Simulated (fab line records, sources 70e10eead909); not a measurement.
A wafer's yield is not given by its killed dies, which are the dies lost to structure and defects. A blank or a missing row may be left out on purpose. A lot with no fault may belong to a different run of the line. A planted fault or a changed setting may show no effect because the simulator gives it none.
Matching of chambers :: flow nand_harc :: NHARC_A_SLIT_DEP_25 on pecvd-01 has 3 sister chambers
The step deposits SiO2, target thk 200 nm. 3 wafers are shown with their chamber, then 10 later ones without.

== WAFERS, EACH WITH ITS CHAMBER ==
wafer: L083.4
chamber: 0
heater_power_w (W): 587

wafer: L090.1
chamber: 1
heater_power_w (W): 410

wafer: L090.4
chamber: 2
heater_power_w (W): 690

== WAFERS WITHOUT THEIR CHAMBER ==
wafer: L090.6
heater_power_w (W): 426

wafer: L092.1
heater_power_w (W): 747

wafer: L092.3
heater_power_w (W): 467

wafer: L092.5
heater_power_w (W): 719

wafer: L094.3
heater_power_w (W): 644

wafer: L094.5
heater_power_w (W): 719

wafer: L094.6
heater_power_w (W): 430

wafer: L096.2
heater_power_w (W): 726

wafer: L096.5
heater_power_w (W): 601

wafer: L096.6
heater_power_w (W): 402

== WHICH CHAMBER EACH ONE RAN IN ==
wafer: L090.6
from the rows above: 1
in truth: 1

wafer: L092.1
from the rows above: 2
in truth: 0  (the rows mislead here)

wafer: L092.3
from the rows above: can't be placed: 1 or 0
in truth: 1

wafer: L092.5
from the rows above: 2
in truth: 2

wafer: L094.3
from the rows above: can't be placed: 2 or 0
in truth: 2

wafer: L094.5
from the rows above: 2
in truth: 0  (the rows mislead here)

wafer: L094.6
from the rows above: 1
in truth: 1

wafer: L096.2
from the rows above: 2
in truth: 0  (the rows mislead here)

wafer: L096.5
from the rows above: 0
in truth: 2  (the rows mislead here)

wafer: L096.6
from the rows above: 1
in truth: 1
Placed correctly: 4 of 10. Cannot be placed on the basis of these rows: 2; the candidates contain the true chamber in 2. Number placed wrongly: 4.
How it was worked out, from the rows above alone: a wafer's distance from a chamber is the root of the sum, over the readings, of the square of ((its reading less the chamber's mean) divided by the reading's scatter). The wafer belongs to the nearest chamber; if the next one is less than 2 further off, it can't be placed. For every chamber, the mean is computed from those of its wafers that are shown. The scatter: root of mean squared gap, hidden wafer to nearest shown wafer, with one shown wafer a chamber.
